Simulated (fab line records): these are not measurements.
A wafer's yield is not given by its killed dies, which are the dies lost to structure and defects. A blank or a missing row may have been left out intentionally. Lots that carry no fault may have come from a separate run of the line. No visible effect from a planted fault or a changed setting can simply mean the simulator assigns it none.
fab line records -- flow n5Finfet
record lots=24, wafers=72, lastDay=18
route steps=1938 shown SD_EPI_P@303 ILD0@345 SDB@356
lots that met no fault: from a run of the same line without faults
startH: hours from the record's opening day to when the first of the lot's shown wafers began -- waitH: hours since the lot's step before -- " repeats the value in the row above -- L1.1+2: several wafers, shown together as one row -- - either no value or no given start -- * or withheld: withheld -- < > ~ a bound
route shown NAME@n: a module of which the file shows steps, and the number in the route of the first -- usual: mean/standard deviation taken from wafers without a fault -- same: alike in all rows -- chamber/n: place in a boat -- sites: the reading at each site -- _std_site: standard deviation of those values -- _edge_site: mean of outer sites minus mean of inner sites -- radiusMm: for every site, how far away it sits from the centre of the wafer -- mask NAME#n: copy n -- behind: the tool/chamber that last shaped the wafer -- hold: reason for holding the lot/hours on hold/outcome of the hold -- device: which transistor (n, p or np) failed to switch -- end of line: at the end of the route, the tests of the same wafers -- a step with no rows: only its recipe -- killed: not the wafer's yield, but the dies lost to structure and defects at the first sort -- map: dies across one wafer; x = killed, . = not, _ = none there
set.NAME: the setting the step ran with; set.NAME@STEP: the setting that earlier step ran with -- model.NAME: the simulator's own value behind a step, which no gauge read
route steps across a sampled set of lots; one table per step, one row per wafer
services: a tool's chamber out of use, with start hour (startH, from the record's first day; less than 0 if before it), hours out, and reason
## steps
# step N5_SD_EPI_P_CD_MEAS_09
# recipe targetCdNm=240, landingEnergyEv=500, detector=seInlens
# usual cdNm=240.2/0.86
lot.wafer,tool,chamber,startH,waitH,cdNm
L074.1,cdSem-01,0,53.05,-,240.1
L074.3,cdSem-01,0,53.05,-,239.8
L074.4,cdSem-01,0,53.05,-,240.4
L075.1,cdSem-02,0,63.39,-,239.7
L075.4,cdSem-02,0,63.39,-,239.4
L075.6,cdSem-02,0,63.39,-,240.8
L076.4,cdSem-02,0,64.21,-,240.0
L076.5,cdSem-02,0,64.21,-,239.7
L076.6,cdSem-02,0,64.21,-,240.8
L077.3,cdSem-01,0,71.43,-,242.0
L077.5,cdSem-01,0,71.43,-,240.6
L077.6,cdSem-01,0,71.43,-,240.8
L078.1,cdSem-01,0,79.65,-,241.6
L078.2,cdSem-01,0,79.65,-,241.9
L078.3,cdSem-01,0,79.65,-,241.4
L079.2,cdSem-01,0,92.43,-,239.1
L079.4,cdSem-01,0,92.43,-,240.8
L079.5,cdSem-01,0,92.43,-,240.3
L080.1,cdSem-01,0,93.77,-,240.6
L080.4,cdSem-01,0,93.77,-,240.0
L080.5,cdSem-01,0,93.77,-,239.7
L081.1,cdSem-03,0,101.67,-,240.7
L081.2,cdSem-03,0,101.67,-,239.8
L081.6,cdSem-03,0,101.67,-,238.8
L082.1,cdSem-03,0,101.90,-,239.5
L082.3,cdSem-03,0,101.90,-,240.0
L082.4,cdSem-03,0,101.90,-,238.5
L083.3,cdSem-01,0,108.94,-,240.9
L083.5,cdSem-01,0,108.94,-,239.6
L083.6,cdSem-01,0,108.94,-,240.9
L084.1,cdSem-03,0,116.72,-,242.4
L084.2,cdSem-03,0,116.72,-,242.0
L084.5,cdSem-03,0,116.72,-,241.8
L085.2,cdSem-02,0,121.50,-,240.3
L085.4,cdSem-02,0,121.50,-,239.1
L085.6,cdSem-02,0,121.50,-,239.3
L086.3,cdSem-03,0,125.01,-,240.8
L086.4,cdSem-03,0,125.01,-,240.2
L086.6,cdSem-03,0,125.01,-,239.6
L087.2,cdSem-03,0,136.83,-,240.0
L087.4,cdSem-03,0,136.83,-,238.9
L087.6,cdSem-03,0,136.83,-,241.3
L088.2,cdSem-03,0,137.17,-,239.9
L088.4,cdSem-03,0,137.17,-,240.2
L088.6,cdSem-03,0,137.17,-,241.4
L089.1,cdSem-01,0,146.62,-,240.9
L089.3,cdSem-01,0,146.62,-,240.7
L089.6,cdSem-01,0,146.62,-,239.1
L090.2,cdSem-02,0,148.63,-,239.7
L090.3,cdSem-02,0,148.63,-,239.0
L090.5,cdSem-02,0,148.63,-,241.4
L091.3,cdSem-01,0,156.11,-,239.3
L091.4,cdSem-01,0,156.11,-,240.0
L091.6,cdSem-01,0,156.11,-,239.3
L092.2,cdSem-01,0,162.45,-,240.5
L092.3,cdSem-01,0,162.45,-,239.7
L092.5,cdSem-01,0,162.45,-,239.5
L093.2,cdSem-02,0,170.69,-,240.9
L093.5,cdSem-02,0,170.69,-,241.0
L093.6,cdSem-02,0,170.69,-,241.5
L094.2,cdSem-03,0,173.88,-,240.5
L094.4,cdSem-03,0,173.88,-,240.4
L094.5,cdSem-03,0,173.88,-,240.8
L095.1,cdSem-03,0,185.95,-,239.3
L095.2,cdSem-03,0,185.95,-,239.9
L095.3,cdSem-03,0,185.95,-,239.1
L096.3,cdSem-03,0,186.94,-,239.2
L096.5,cdSem-03,0,186.94,-,240.1
L096.6,cdSem-03,0,186.94,-,239.7
L097.1,cdSem-01,0,190.87,-,240.1
L097.3,cdSem-01,0,190.87,-,239.8
L097.4,cdSem-01,0,190.87,-,239.4
# step N5_SD_EPI_P_OVL_MEAS_10
# recipe pointsPerWafer=44
# usual SD_P_BLK_OVL=-1.0/0.64
lot.wafer,tool,chamber,startH,waitH,SD_P_BLK_OVL[nm]
L074.1,overlay-02,0,53.08,0.0,-0.7
L074.3,overlay-02,0,53.08,0.0,-0.7
L074.4,overlay-02,0,53.08,0.0,0.1
L075.1,overlay-01,0,63.42,0.0,-2.0
L075.4,overlay-01,0,63.42,0.0,-1.5
L075.6,overlay-01,0,63.42,0.0,-1.3
L076.4,overlay-01,0,64.24,0.0,0.1
L076.5,overlay-01,0,64.24,0.0,-1.2
L076.6,overlay-01,0,64.24,0.0,-0.8
L077.3,overlay-02,0,71.46,0.0,-1.0
L077.5,overlay-02,0,71.46,0.0,-0.6
L077.6,overlay-02,0,71.46,0.0,-1.4
L078.1,overlay-02,0,79.68,0.0,-1.6
L078.2,overlay-02,0,79.68,0.0,-1.2
L078.3,overlay-02,0,79.68,0.0,-0.9
L079.2,overlay-02,0,92.46,0.0,-1.4
L079.4,overlay-02,0,92.46,0.0,-1.0
L079.5,overlay-02,0,92.46,0.0,-1.5
L080.1,overlay-01,0,93.80,0.0,-0.7
L080.4,overlay-01,0,93.80,0.0,-0.3
L080.5,overlay-01,0,93.80,0.0,-0.4
L081.1,overlay-02,0,101.70,0.0,-0.8
L081.2,overlay-02,0,101.70,0.0,-0.5
L081.6,overlay-02,0,101.70,0.0,-0.8
L082.1,overlay-02,0,101.93,0.0,-0.8
L082.3,overlay-02,0,101.93,0.0,-1.6
L082.4,overlay-02,0,101.93,0.0,-0.8
L083.3,overlay-02,0,108.97,0.0,-1.9
L083.5,overlay-02,0,108.97,0.0,-1.7
L083.6,overlay-02,0,108.97,0.0,-1.6
L084.1,overlay-02,0,116.75,0.0,-1.0
L084.2,overlay-02,0,116.75,0.0,-0.9
L084.5,overlay-02,0,116.75,0.0,-0.8
L085.2,overlay-01,0,121.54,0.0,-1.1
L085.4,overlay-01,0,121.54,0.0,0.7
L085.6,overlay-01,0,121.54,0.0,-0.3
L086.3,overlay-02,0,125.04,0.0,-0.7
L086.4,overlay-02,0,125.04,0.0,-0.5
L086.6,overlay-02,0,125.04,0.0,-1.3
L087.2,overlay-01,0,136.86,0.0,-0.1
L087.4,overlay-01,0,136.86,0.0,-0.1
L087.6,overlay-01,0,136.86,0.0,-0.8
L088.2,overlay-01,0,137.20,0.0,-1.3
L088.4,overlay-01,0,137.20,0.0,-1.0
L088.6,overlay-01,0,137.20,0.0,-1.6
L089.1,overlay-02,0,146.66,0.0,-2.6
L089.3,overlay-02,0,146.66,0.0,-1.5
L089.6,overlay-02,0,146.66,0.0,-1.9
L090.2,overlay-01,0,148.66,0.0,-1.8
L090.3,overlay-01,0,148.66,0.0,-2.2
L090.5,overlay-01,0,148.66,0.0,-0.8
L091.3,overlay-02,0,156.14,0.0,-0.3
L091.4,overlay-02,0,156.14,0.0,-1.6
L091.6,overlay-02,0,156.14,0.0,-0.5
L092.2,overlay-02,0,162.48,0.0,0.4
L092.3,overlay-02,0,162.48,0.0,-1.5
L092.5,overlay-02,0,162.48,0.0,-1.6
L093.2,overlay-02,0,170.72,0.0,-0.3
L093.5,overlay-02,0,170.72,0.0,-0.5
L093.6,overlay-02,0,170.72,0.0,-1.6
L094.2,overlay-01,0,173.91,0.0,-1.2
L094.4,overlay-01,0,173.91,0.0,-0.7
L094.5,overlay-01,0,173.91,0.0,-1.0
L095.1,overlay-01,0,185.98,0.0,-1.7
L095.2,overlay-01,0,185.98,0.0,0.4
L095.3,overlay-01,0,185.98,0.0,-0.6
L096.3,overlay-02,0,186.97,0.0,-0.8
L096.5,overlay-02,0,186.97,0.0,-1.3
L096.6,overlay-02,0,186.97,0.0,0.0
L097.1,overlay-02,0,190.90,0.0,-1.6
L097.3,overlay-02,0,190.90,0.0,-0.8
L097.4,overlay-02,0,190.90,0.0,-1.3
# step N5_ILD0_THK_MEAS_13
# usual thkNm=18.4/1.3
lot.wafer,tool,chamber,startH,waitH,thkNm
L074.1,filmMetro-02,-,64.69,-,17.8
L074.3,filmMetro-02,-,64.69,-,18.0
L074.4,filmMetro-02,-,64.69,-,16.2
L075.1,filmMetro-01,-,74.78,-,19.4
L075.4,filmMetro-01,-,74.78,-,20.0
L075.6,filmMetro-01,-,74.78,-,19.7
L076.4,filmMetro-02,-,75.19,-,18.8
L076.5,filmMetro-02,-,75.19,-,19.8
L076.6,filmMetro-02,-,75.19,-,18.4
L077.3,filmMetro-01,-,82.65,-,17.4
L077.5,filmMetro-01,-,82.65,-,17.3
L077.6,filmMetro-01,-,82.65,-,17.4
L078.1,filmMetro-02,-,92.11,-,18.1
L078.2,filmMetro-02,-,92.11,-,15.6
L078.3,filmMetro-02,-,92.11,-,16.9
L079.2,filmMetro-02,-,103.72,-,18.5
L079.4,filmMetro-02,-,103.72,-,17.6
L079.5,filmMetro-02,-,103.72,-,17.4
L080.1,filmMetro-02,-,105.62,-,19.4
L080.4,filmMetro-02,-,105.62,-,18.1
L080.5,filmMetro-02,-,105.62,-,18.7
L081.1,filmMetro-02,-,112.70,-,20.4
L081.2,filmMetro-02,-,112.70,-,19.1
L081.6,filmMetro-02,-,112.70,-,19.5
L082.1,filmMetro-01,-,113.14,-,15.5
L082.3,filmMetro-01,-,113.14,-,17.6
L082.4,filmMetro-01,-,113.14,-,15.9
L083.3,filmMetro-02,-,120.09,-,19.2
L083.5,filmMetro-02,-,120.09,-,17.3
L083.6,filmMetro-02,-,120.09,-,20.2
L084.1,filmMetro-01,-,127.94,-,19.7
L084.2,filmMetro-01,-,127.94,-,19.9
L084.5,filmMetro-01,-,127.94,-,19.0
L085.2,filmMetro-02,-,132.59,-,18.5
L085.4,filmMetro-02,-,132.59,-,19.0
L085.6,filmMetro-02,-,132.59,-,18.8
L086.3,filmMetro-02,-,136.03,-,16.7
L086.4,filmMetro-02,-,136.03,-,17.6
L086.6,filmMetro-02,-,136.03,-,16.6
L087.2,filmMetro-02,-,148.65,-,18.0
L087.4,filmMetro-02,-,148.65,-,19.2
L087.6,filmMetro-02,-,148.65,-,20.4
L088.2,filmMetro-01,-,149.26,-,15.9
L088.4,filmMetro-01,-,149.26,-,17.2
L088.6,filmMetro-01,-,149.26,-,16.3
L089.1,filmMetro-02,-,157.48,-,18.3
L089.3,filmMetro-02,-,157.48,-,18.2
L089.6,filmMetro-02,-,157.48,-,18.7
L090.2,filmMetro-02,-,160.06,-,17.8
L090.3,filmMetro-02,-,160.06,-,18.0
L090.5,filmMetro-02,-,160.06,-,18.2
L091.3,filmMetro-02,-,167.13,-,19.4
L091.4,filmMetro-02,-,167.13,-,19.8
L091.6,filmMetro-02,-,167.13,-,20.7
L092.2,filmMetro-02,-,174.05,-,19.4
L092.3,filmMetro-02,-,174.05,-,19.7
L092.5,filmMetro-02,-,174.05,-,18.7
L093.2,filmMetro-01,-,181.82,0.2,19.1
L093.5,filmMetro-01,-,181.82,0.2,19.2
L093.6,filmMetro-01,-,181.82,0.2,17.5
L094.2,filmMetro-01,-,185.47,-,18.0
L094.4,filmMetro-01,-,185.47,-,19.4
L094.5,filmMetro-01,-,185.47,-,19.0
L095.1,filmMetro-01,-,197.27,-,19.1
L095.2,filmMetro-01,-,197.27,-,19.3
L095.3,filmMetro-01,-,197.27,-,19.7
L096.3,filmMetro-01,-,197.99,-,17.6
L096.5,filmMetro-01,-,197.99,-,17.6
L096.6,filmMetro-01,-,197.99,-,15.6
L097.1,filmMetro-02,-,203.06,-,19.4
L097.3,filmMetro-02,-,203.06,-,17.4
L097.4,filmMetro-02,-,203.06,-,17.4
# step N5_SDB_CD_MEAS_11
# recipe targetCdNm=50, landingEnergyEv=500, detector=seInlens, polarity=opening
# usual cdNm=49.9/1.4
lot.wafer,tool,chamber,startH,waitH,cdNm
L074.1,cdSem-02,0,65.20,-,48.1
L074.3,cdSem-02,0,65.20,-,49.7
L074.4,cdSem-02,0,65.20,-,47.9
L075.1,cdSem-03,0,75.17,-,49.8
L075.4,cdSem-03,0,75.17,-,48.1
L075.6,cdSem-03,0,75.17,-,50.4
L076.4,cdSem-03,0,75.61,-,49.8
L076.5,cdSem-03,0,75.61,-,51.0
L076.6,cdSem-03,0,75.61,-,49.5
L077.3,cdSem-02,0,83.17,-,49.5
L077.5,cdSem-02,0,83.17,-,50.5
L077.6,cdSem-02,0,83.17,-,52.6
L078.1,cdSem-03,0,92.62,-,49.4
L078.2,cdSem-03,0,92.62,-,47.9
L078.3,cdSem-03,0,92.62,-,49.0
L079.2,cdSem-02,0,104.11,-,48.6
L079.4,cdSem-02,0,104.11,-,50.8
L079.5,cdSem-02,0,104.11,-,50.8
L080.1,cdSem-01,0,106.01,-,50.7
L080.4,cdSem-01,0,106.01,-,51.7
L080.5,cdSem-01,0,106.01,-,51.3
L081.1,cdSem-02,0,113.21,-,48.8
L081.2,cdSem-02,0,113.21,-,49.5
L081.6,cdSem-02,0,113.21,-,47.7
L082.1,cdSem-03,0,113.65,-,49.9
L082.3,cdSem-03,0,113.65,-,49.5
L082.4,cdSem-03,0,113.65,-,47.1
L083.3,cdSem-03,0,120.60,-,49.9
L083.5,cdSem-03,0,120.60,-,50.1
L083.6,cdSem-03,0,120.60,-,49.2
L084.1,cdSem-03,0,128.45,-,51.6
L084.2,cdSem-03,0,128.45,-,52.0
L084.5,cdSem-03,0,128.45,-,49.8
L085.2,cdSem-03,0,132.98,-,45.4
L085.4,cdSem-03,0,132.98,-,50.3
L085.6,cdSem-03,0,132.98,-,50.9
L086.3,cdSem-01,0,136.54,-,50.7
L086.4,cdSem-01,0,136.54,-,49.4
L086.6,cdSem-01,0,136.54,-,53.2
L087.2,cdSem-01,0,149.16,-,48.4
L087.4,cdSem-01,0,149.16,-,49.3
L087.6,cdSem-01,0,149.16,-,48.6
L088.2,cdSem-01,0,149.77,-,50.1
L088.4,cdSem-01,0,149.77,-,50.0
L088.6,cdSem-01,0,149.77,-,46.9
L089.1,cdSem-02,0,157.99,-,49.3
L089.3,cdSem-02,0,157.99,-,51.9
L089.6,cdSem-02,0,157.99,-,50.5
L090.2,cdSem-03,0,160.57,-,48.8
L090.3,cdSem-03,0,160.57,-,50.9
L090.5,cdSem-03,0,160.57,-,50.9
L091.3,cdSem-02,0,167.65,-,48.8
L091.4,cdSem-02,0,167.65,-,50.4
L091.6,cdSem-02,0,167.65,-,48.3
L092.2,cdSem-01,0,174.44,-,51.1
L092.3,cdSem-01,0,174.44,-,51.5
L092.5,cdSem-01,0,174.44,-,50.3
L093.2,cdSem-01,0,182.33,-,50.4
L093.5,cdSem-01,0,182.33,-,50.3
L093.6,cdSem-01,0,182.33,-,51.6
L094.2,cdSem-01,0,186.01,-,46.6
L094.4,cdSem-01,0,186.01,-,49.9
L094.5,cdSem-01,0,186.01,-,50.0
L095.1,cdSem-01,0,197.79,-,52.8
L095.2,cdSem-01,0,197.79,-,48.5
L095.3,cdSem-01,0,197.79,-,52.4
L096.3,cdSem-01,0,198.50,-,48.7
L096.5,cdSem-01,0,198.50,-,50.5
L096.6,cdSem-01,0,198.50,-,50.3
L097.1,cdSem-01,0,203.57,-,47.7
L097.3,cdSem-01,0,203.57,-,51.1
L097.4,cdSem-01,0,203.57,-,46.9
# step N5_SDB_DESCUM_16
# recipe chemistry=O2, timeS=7.9, sourcePowerW=50, biasPowerW=20, pressureMtorr=20, rfFrequencyHz=2.712e+07, tempC=40, resist=CAR-ArF, o2FlowSccm=225
# usual drypumpMotorCurrentA=5.6/0.45, oesProductAu=0.82/0.089, rfVppV=243.3/1.4, showerheadPlenumPTorr=2.10/0.073, throttleValvePct=20.31/0.21
lot.wafer,tool,chamber,startH,waitH,drypumpMotorCurrentA,oesProductAu,rfHoursCounterH,rfVppV,showerheadPlenumPTorr,throttleValvePct
L074.1,rieDiel-06,0,65.29,0.0,5.2,0.75,161,245.0,2.15,19.95
L074.3,rieDiel-06,1,65.29,0.0,6.4,0.69,243,242.4,1.99,20.66
L074.4,rieDiel-06,3,65.29,0.0,5.0,1.00,5,241.8,2.07,20.42
L075.1,rieDiel-06,0,75.26,0.0,5.2,0.76,164,244.8,2.15,19.93
L075.4,rieDiel-06,1,75.26,0.0,6.3,0.68,246,240.3,1.98,20.68
L075.6,rieDiel-06,1,75.26,0.0,6.4,0.69,-,241.1,1.98,20.68
L076.4,rieDiel-04,1,75.69,0.0,5.8,0.70,206,244.2,2.16,20.62
L076.5,rieDiel-04,1,75.69,0.0,5.9,0.70,-,245.8,2.16,20.62
L076.6,rieDiel-04,0,75.69,0.0,6.0,0.82,-,241.9,2.01,20.03
L077.3,rieDiel-06,0,83.25,0.0,5.2,0.75,167,245.5,2.15,19.96
L077.5,rieDiel-06,3,83.25,0.0,5.1,0.98,-,241.5,2.07,20.43
L077.6,rieDiel-06,0,83.25,0.0,5.2,0.75,-,245.1,2.15,19.95
L078.1,rieDiel-01,0,92.76,0.1,5.1,0.87,41,245.4,2.22,20.35
L078.2,rieDiel-01,3,92.76,0.1,6.1,0.71,220,241.2,2.05,20.42
L078.3,rieDiel-01,1,92.76,0.1,5.3,0.73,222,242.7,2.04,20.53
L079.2,rieDiel-06,2,104.96,0.8,5.8,0.89,37,243.3,2.11,20.06
L079.4,rieDiel-06,3,104.96,0.8,5.1,0.95,-,243.0,2.07,20.42
L079.5,rieDiel-06,0,104.96,0.8,5.2,0.75,-,244.4,2.15,19.98
L080.1,rieDiel-04,3,106.45,0.4,5.1,0.86,68,241.8,2.03,20.45
L080.4,rieDiel-04,3,106.45,0.4,5.1,0.86,-,242.1,2.03,20.46
L080.5,rieDiel-04,1,106.45,0.4,5.9,0.69,-,244.7,2.16,20.64
L081.1,rieDiel-06,1,113.33,0.0,6.4,0.96,1,244.9,2.25,20.32
L081.2,rieDiel-06,3,113.33,0.0,5.0,0.94,24,242.6,2.07,20.43
L081.6,rieDiel-06,3,113.33,0.0,5.0,0.94,-,243.5,2.07,20.44
L082.1,rieDiel-01,0,113.81,0.1,5.2,0.85,47,243.5,2.22,20.36
L082.3,rieDiel-01,3,113.81,0.1,6.2,0.70,226,243.1,2.04,20.44
L082.4,rieDiel-01,1,113.81,0.1,5.3,0.72,229,243.3,2.04,20.56
L083.3,rieDiel-01,2,120.73,0.1,5.6,0.90,32,241.8,2.06,20.29
L083.5,rieDiel-01,3,120.73,0.1,6.1,0.70,-,242.8,2.04,20.44
L083.6,rieDiel-01,0,120.73,0.1,5.2,0.86,-,244.5,2.22,20.37
L084.1,rieDiel-06,3,129.17,0.7,5.1,0.94,29,242.1,2.06,20.44
L084.2,rieDiel-06,0,129.17,0.7,5.2,0.73,185,243.2,2.14,19.99
L084.5,rieDiel-06,3,129.17,0.7,5.1,0.93,-,243.9,2.06,20.44
L085.2,rieDiel-06,0,133.06,0.0,5.2,0.74,187,244.4,2.14,19.98
L085.4,rieDiel-06,2,133.06,0.0,5.8,0.87,47,243.9,2.11,20.07
L085.6,rieDiel-06,0,133.06,0.0,5.2,0.73,-,243.6,2.14,19.99
L086.3,rieDiel-04,3,136.63,0.0,5.1,0.84,76,240.9,2.03,20.47
L086.4,rieDiel-04,0,136.63,0.0,5.9,0.79,105,241.9,2.00,20.04
L086.6,rieDiel-04,3,136.63,0.0,5.1,0.85,-,242.2,2.03,20.47
L087.2,rieDiel-01,0,149.43,0.2,5.2,0.86,58,244.7,2.22,20.38
L087.4,rieDiel-01,2,149.43,0.2,5.6,0.89,41,240.6,2.06,20.30
L087.6,rieDiel-01,2,149.43,0.2,5.6,0.89,-,242.3,2.06,20.31
L088.2,rieDiel-01,2,149.87,0.0,5.6,0.88,42,243.2,2.06,20.30
L088.4,rieDiel-01,1,149.87,0.0,5.3,0.71,242,242.2,2.04,20.56
L088.6,rieDiel-01,3,149.87,0.0,6.1,0.69,-,241.9,2.04,20.46
L089.1,rieDiel-01,1,158.16,0.1,5.3,0.71,245,242.3,2.03,20.58
L089.3,rieDiel-01,0,158.16,0.1,5.2,0.84,62,245.5,2.22,20.38
L089.6,rieDiel-01,3,158.16,0.1,6.2,0.69,-,242.3,2.04,20.45
L090.2,rieDiel-06,3,160.66,0.0,5.1,0.92,43,241.3,2.06,20.48
L090.3,rieDiel-06,1,160.66,0.0,6.3,0.89,18,243.9,2.24,20.36
L090.5,rieDiel-06,1,160.66,0.0,6.3,0.90,-,245.7,2.24,20.34
L091.3,rieDiel-04,0,167.73,0.0,6.0,0.78,119,241.2,2.00,20.08
L091.4,rieDiel-04,3,167.73,0.0,5.1,0.82,88,242.1,2.02,20.47
L091.6,rieDiel-04,3,167.73,0.0,5.1,0.83,-,240.8,2.02,20.50
L092.2,rieDiel-01,3,174.52,0.0,6.1,0.69,249,242.8,2.04,20.46
L092.3,rieDiel-01,2,174.52,0.0,5.6,0.87,49,242.9,2.06,20.31
L092.5,rieDiel-01,3,174.52,0.0,6.1,0.69,-,243.0,2.04,20.48
L093.2,rieDiel-06,3,182.48,0.1,5.1,0.90,49,241.6,2.06,20.48
L093.5,rieDiel-06,2,182.48,0.1,5.8,0.85,-,243.2,2.10,20.11
L093.6,rieDiel-06,1,182.48,0.1,6.4,0.88,-,244.9,2.24,20.36
L094.2,rieDiel-01,3,186.09,0.0,6.1,0.68,254,241.7,2.03,20.45
L094.4,rieDiel-01,2,186.09,0.0,5.6,0.87,-,241.6,2.05,20.31
L094.5,rieDiel-01,0,186.09,0.0,5.2,0.83,-,245.4,2.21,20.39
L095.1,rieDiel-06,1,197.90,0.1,6.3,0.88,32,244.2,2.24,20.36
L095.2,rieDiel-06,3,197.90,0.1,5.0,0.89,55,241.5,2.05,20.48
L095.3,rieDiel-06,0,197.90,0.1,5.2,0.71,212,243.6,2.14,20.03
L096.3,rieDiel-06,2,198.59,0.0,5.8,0.82,71,242.4,2.10,20.10
L096.5,rieDiel-06,1,198.59,0.0,6.4,0.86,-,244.2,2.24,20.37
L096.6,rieDiel-06,2,198.59,0.0,5.8,0.83,-,244.9,2.10,20.10
L097.1,rieDiel-06,1,203.66,0.0,6.3,0.86,33,244.2,2.24,20.39
L097.3,rieDiel-06,3,203.66,0.0,5.1,0.88,57,244.3,2.05,20.49
L097.4,rieDiel-06,0,203.66,0.0,5.2,0.70,214,245.9,2.13,20.02
# step N5_SDB_INSPECT_36
# recipe inspectInstrument=darkfield, mode=postCmp
# usual rawDefectCount=39/17
lot.wafer,tool,chamber,startH,waitH,rawDefectCount
L074.1,defectInspect-01,-,69.16,0.0,23
L074.3,defectInspect-01,-,69.16,0.0,24
L074.4,defectInspect-01,-,69.16,0.0,25
L075.1,defectInspect-02,-,79.24,0.0,31
L075.4,defectInspect-02,-,79.24,0.0,31
L075.6,defectInspect-02,-,79.24,0.0,33
L076.4,defectInspect-02,-,79.55,0.0,26
L076.5,defectInspect-02,-,79.55,0.0,19
L076.6,defectInspect-02,-,79.55,0.0,60
L077.3,defectInspect-01,-,87.37,0.0,54
L077.5,defectInspect-01,-,87.37,0.0,59
L077.6,defectInspect-01,-,87.37,0.0,69
L078.1,defectInspect-02,-,96.61,0.0,41
L078.2,defectInspect-02,-,96.61,0.0,32
L078.3,defectInspect-02,-,96.61,0.0,27
L079.2,defectInspect-01,-,109.38,0.0,106
L079.4,defectInspect-01,-,109.38,0.0,69
L079.5,defectInspect-01,-,109.38,0.0,28
L080.1,defectInspect-02,-,111.57,0.0,45
L080.4,defectInspect-02,-,111.57,0.0,74
L080.5,defectInspect-02,-,111.57,0.0,49
L081.1,defectInspect-01,-,117.42,0.0,49
L081.2,defectInspect-01,-,117.42,0.0,41
L081.6,defectInspect-01,-,117.42,0.0,39
L082.1,defectInspect-02,-,117.71,0.0,23
L082.3,defectInspect-02,-,117.71,0.0,24
L082.4,defectInspect-02,-,117.71,0.0,31
L083.3,defectInspect-02,-,125.13,0.0,31
L083.5,defectInspect-02,-,125.13,0.0,32
L083.6,defectInspect-02,-,125.13,0.0,49
L084.1,defectInspect-02,-,133.56,0.0,35
L084.2,defectInspect-02,-,133.56,0.0,41
L084.5,defectInspect-02,-,133.56,0.0,45
L085.2,defectInspect-02,-,136.96,0.0,23
L085.4,defectInspect-02,-,136.96,0.0,26
L085.6,defectInspect-02,-,136.96,0.0,29
L086.3,defectInspect-01,-,140.49,0.0,24
L086.4,defectInspect-01,-,140.49,0.0,48
L086.6,defectInspect-01,-,140.49,0.0,44
L087.2,defectInspect-01,-,153.52,0.0,30
L087.4,defectInspect-01,-,153.52,0.0,28
L087.6,defectInspect-01,-,153.52,0.0,24
L088.2,defectInspect-01,-,154.58,0.0,28
L088.4,defectInspect-01,-,154.58,0.0,36
L088.6,defectInspect-01,-,154.58,0.0,46
L089.1,defectInspect-02,-,162.66,0.0,31
L089.3,defectInspect-02,-,162.66,0.0,57
L089.6,defectInspect-02,-,162.66,0.0,24
L090.2,defectInspect-01,-,164.71,0.0,31
L090.3,defectInspect-01,-,164.71,0.0,45
L090.5,defectInspect-01,-,164.71,0.0,18
L091.3,defectInspect-01,-,171.75,0.0,42
L091.4,defectInspect-01,-,171.75,0.0,49
L091.6,defectInspect-01,-,171.75,0.0,53
L092.2,defectInspect-01,-,178.38,0.0,32
L092.3,defectInspect-01,-,178.38,0.0,35
L092.5,defectInspect-01,-,178.38,0.0,40
L093.2,defectInspect-02,-,186.33,0.0,30
L093.5,defectInspect-02,-,186.33,0.0,55
L093.6,defectInspect-02,-,186.33,0.0,48
L094.2,defectInspect-01,-,190.45,0.0,32
L094.4,defectInspect-01,-,190.45,0.0,36
L094.5,defectInspect-01,-,190.45,0.0,31
L095.1,defectInspect-02,-,201.81,0.0,27
L095.2,defectInspect-02,-,201.81,0.0,27
L095.3,defectInspect-02,-,201.81,0.0,21
L096.3,defectInspect-01,-,202.44,0.0,21
L096.5,defectInspect-01,-,202.44,0.0,32
L096.6,defectInspect-01,-,202.44,0.0,31
L097.1,defectInspect-01,-,207.58,0.0,40
L097.3,defectInspect-01,-,207.58,0.0,36
L097.4,defectInspect-01,-,207.58,0.0,39
## services
tool,chamber,startH,hours,kind
rieDiel-04,1,51.36,4.4,repair
rieDiel-06,1,88.25,-,clean
rieDiel-06,1,88.25,-,consumableReplace:focusRing
rieDiel-06,1,88.25,-,consumableReplace:showerhead
rieDiel-06,1,88.25,19.6,scheduledDown
rieDiel-06,1,88.25,19.6,ventCycle
rieDiel-04,3,122.87,3.9,repair
rieDiel-04,-,126.60,2.8,pm
rieDiel-01,-,144.78,4.3,pm
rieDiel-06,3,173.08,5.7,repair
rieDiel-04,3,185.80,9.3,repair
rieDiel-04,1,195.45,-,clean
rieDiel-04,1,195.45,-,consumableReplace:focusRing
rieDiel-04,1,195.45,17.4,scheduledDown
rieDiel-04,1,195.45,17.4,ventCycle
## key
fault none
